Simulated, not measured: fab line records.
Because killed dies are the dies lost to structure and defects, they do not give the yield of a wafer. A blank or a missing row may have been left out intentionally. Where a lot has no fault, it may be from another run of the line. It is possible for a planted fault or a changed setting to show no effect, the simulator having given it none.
A lot that was struck, set against a sound lot	flow n5Finfet	15 steps out of a route of 1938
Sound: wafers L591.2, L591.4, L591.5. Struck: wafers L607.4, L607.5 (left out: L607.3, a lot-mate that was not struck); the cause follows at the end.
Each step with rows lists, per side, the tool, then ch with its chambers, then its first start. Under that, the readings that differ: sound wafers	struck wafers	difference of the means	sigmas: that difference in standard deviations of wafers without a fault.
alike: a reading whose means differ by less than 2 such deviations, as well as words and numbers matching on both sides. not compared: withheld readings; readings where some wafer has no value; bounds like >300 that might hide an equal value; numbers whose values overlap and for which the record gives no deviation.
The two part at a step that has a row with sigmas, a row that says differs or no value, or rows on one side only. Non-overlapping numbers with no deviation appear without sigmas and do not part them. A reading that every wafer of one side lacks parts them only if that side has two wafers or more.

N5_BEOL_M7_OCD_MEAS_38:
  sound: ocd-02 at day 10 05:46; struck: ocd-01 at day 15 07:29
  alike: trenchDepthNm
then, 4 steps without rows for these wafers: N5_BEOL_M7_HM_STRIP_39 (strips TiN in peroxide tin strip, target depth 25 nm, time 158 s); N5_BEOL_M7_SRD_40 (time 30 s); N5_BEOL_M7_PRECLEAN_42 (cleans in residue remover, time 60 s); N5_BEOL_M7_SRD_43 (time 30 s).
N5_BEOL_M7_CD_MEAS_35: target cd 40 nm.
  sound: cdSem-02 at day 10 05:55; struck: cdSem-03 at day 15 07:38
  alike: cdNm
N5_BEOL_M7_CURE_75: cures SiCOH lowk, time 120 s.
  sound on uvCure-01 ch 2, day 10 06:01; struck on uvCure-02 ch 2, day 15 07:46
  alike: lampPowerPct, wafer_temp_C_max
N5_BEOL_M7_DEGAS_44: time 60 s.
  sound: pvdSputter-02 at day 10 08:40; struck: pvdSputter-03 at day 15 08:12
  alike: heaterPowerW
N5_BEOL_M7_PRE_CLEAN_45: time 30 s.
  sound: pvdSputter-02 at day 10 08:43; struck: pvdSputter-03 at day 15 08:14
  alike: heaterPowerW
N5_BEOL_M7_ALD_77: deposits TaN, target thk 2 nm, pulse time 2 s, purge time 3 s.
  sound on aldMetal-04 ch 0,1,2, day 10 08:46; struck on aldMetal-03 ch 0,2, day 15 08:23
  alike: heaterPowerW, precursorVesselPressureTorr, precursorVesselTempC
N5_BEOL_M7_SURFACE_TREAT_79:
  sound: pvdSputter-02 at day 10 09:05; struck: pvdSputter-02 at day 15 09:05
  not compared: throttleValvePct
then, 1 step without rows for these wafers: N5_BEOL_M7_CVD_78 (deposits Co from CCTBA/H2, target thk 2 nm, time 142.3 s).
N5_BEOL_M7_SPUTTER_48: material Cu, target thk 10 nm, time 1.667 s.
  sound: pvdSputter-02 at day 10 09:34; struck: pvdSputter-02 at day 15 09:34
reading	sound	struck	difference	sigmas
cathodeDcPowerW (W)	25997 26000 26001	32516 32536	+6527	+99 or more
  alike: throttleValvePct
then, 1 step without rows for these wafers: N5_BEOL_M7_ECD_50 (material Cu, target thk 300 nm).
N5_PASSIVATION_PROBE_49:
  the record has rows for the sound wafers here (prober-01, day 13 13:05) and none for the struck ones

## WHERE THEY PART
At N5_BEOL_M7_SPUTTER_48 first; at N5_PASSIVATION_PROBE_49 last (within this record only).

WHY: what the simulator had put in
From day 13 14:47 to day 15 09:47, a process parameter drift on pvdSputter-02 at N5_BEOL_M7_SPUTTER_48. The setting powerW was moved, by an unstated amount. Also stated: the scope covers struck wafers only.
